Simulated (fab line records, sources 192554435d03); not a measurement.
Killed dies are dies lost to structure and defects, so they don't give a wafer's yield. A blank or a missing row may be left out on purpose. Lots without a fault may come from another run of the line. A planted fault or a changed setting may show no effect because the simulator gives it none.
Split-lot experiment | flow n5_finfet | 7 lots, 21 wafers read, on a route of 1938 steps

THE SPLIT
At N5_PASSIVATION_PECVD_00 (deposits SiO2 from SiH4/N2O, target thk 200 nm, time 11.2 s), the setting time_s was moved away from the recipe's 11.2 s on 6 of the 21 wafers read, by -13.7% to +13.4%. The other wafers ran this setting at the recipe's value.

The reading is taken at the split's own step.

THE READING
SiO2_of_PASSIVATION_PECVD_00.thk_nm (the simulator's own value, which no gauge read), in nm, at N5_PASSIVATION_PECVD_00 (deposits SiO2 from SiH4/N2O, target thk 200 nm, time 11.2 s). The file gives no usual value for it. The 15 wafers here that ran the recipe average 200.3 nm, standard deviation 1.9 nm.

wafer  | tool, chamber at the split | time_s as run, s | against the recipe | SiO2_of_PASSIVATION_PECVD_00.thk_nm, nm | against lot-mates on the recipe
L074.1 | pecvd-01, 0                | 11.2             | recipe             | 200.2                                   | -
L074.3 | pecvd-01, 1                | 11.2             | recipe             | 200.6                                   | -
L074.6 | pecvd-01, 1                | 11.2             | recipe             | 205.2                                   | -
L075.1 | pecvd-01, 0                | 11.2             | recipe             | 198.4                                   | -
L075.2 | pecvd-01, 1                | 11.2             | recipe             | 198.6                                   | -
L075.5 | pecvd-01, 2                | 11.2             | recipe             | 199.6                                   | -
L077.1 | pecvd-02, 0                | 11.2             | recipe             | 199.2                                   | -
L077.3 | pecvd-02, 1                | 12.7             | +13.4%             | 227.6                                   | +28.4
L077.6 | pecvd-02, 1                | 12.7             | +13.4%             | 229.6                                   | +30.4
L083.2 | pecvd-02, 2                | 11.2             | recipe             | 199.2                                   | -
L083.5 | pecvd-02, 0                | 11.2             | recipe             | 202                                     | -
L083.6 | pecvd-02, 2                | 11.2             | recipe             | 201.8                                   | -
L088.1 | pecvd-03, 2                | 10.66            | -4.8%              | 185.8                                   | -16.0
L088.4 | pecvd-03, 2                | 11.2             | recipe             | 201.8                                   | -
L088.5 | pecvd-03, 0                | 10.66            | -4.8%              | 192.6                                   | -9.2
L090.3 | pecvd-01, 2                | 11.2             | recipe             | 196.8                                   | -
L090.5 | pecvd-01, 2                | 11.2             | recipe             | 200.4                                   | -
L090.6 | pecvd-01, 1                | 11.2             | recipe             | 200                                     | -
L093.1 | pecvd-03, 0                | 9.667            | -13.7%             | 172.8                                   | -28.6
L093.4 | pecvd-03, 2                | 9.667            | -13.7%             | 173                                     | -28.4
L093.5 | pecvd-03, 1                | 11.2             | recipe             | 201.4                                   | -

THE FIT
A straight line over all 21 wafers: SiO2_of_PASSIVATION_PECVD_00.thk_nm changes by +2.07 nm for each +1% of time_s; r = +0.99; the points scatter about the line by 2.1 nm.
The same after taking each lot's own level away (the mean of its wafers on the recipe; 21 wafers): +2.17 nm for each +1%; r = +0.99; scatter 1.9 nm.
On that fit, the largest move of time_s shifts the reading by 30 nm.
The lots' own levels span 198.87 to 202.00 nm, that is 1.6 times the standard deviation above.
So the lot-to-lot level changes the slope little: the two slopes agree.
Check: with one of the wafers moved furthest among these (-13.7%) left out of the fit, the line predicts -30.1 nm for it against its lot-mates. It came out at -28.6 nm against them.

OTHER SPLITS ON THESE WAFERS
These wafers also went through other splits before the reading. Each is held against what the fit with the lots' levels taken away leaves over:
other split on the same wafers | wafers away from the commonest value | r with SiO2_of_PASSIVATION_PECVD_00.thk_nm (lot level and that fit taken away)
N5_BEOL_M15_EXPOSE_07 dose_mj  | 5                                    | -0.18
N5_BEOL_M15_SPUTTER_44 power_w | 7                                    | +0.13

THE FILE'S OWN FIT
SiO2_of_PASSIVATION_PECVD_00.thk_nm changes by +2.17 nm for each +1% of time_s, r = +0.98.
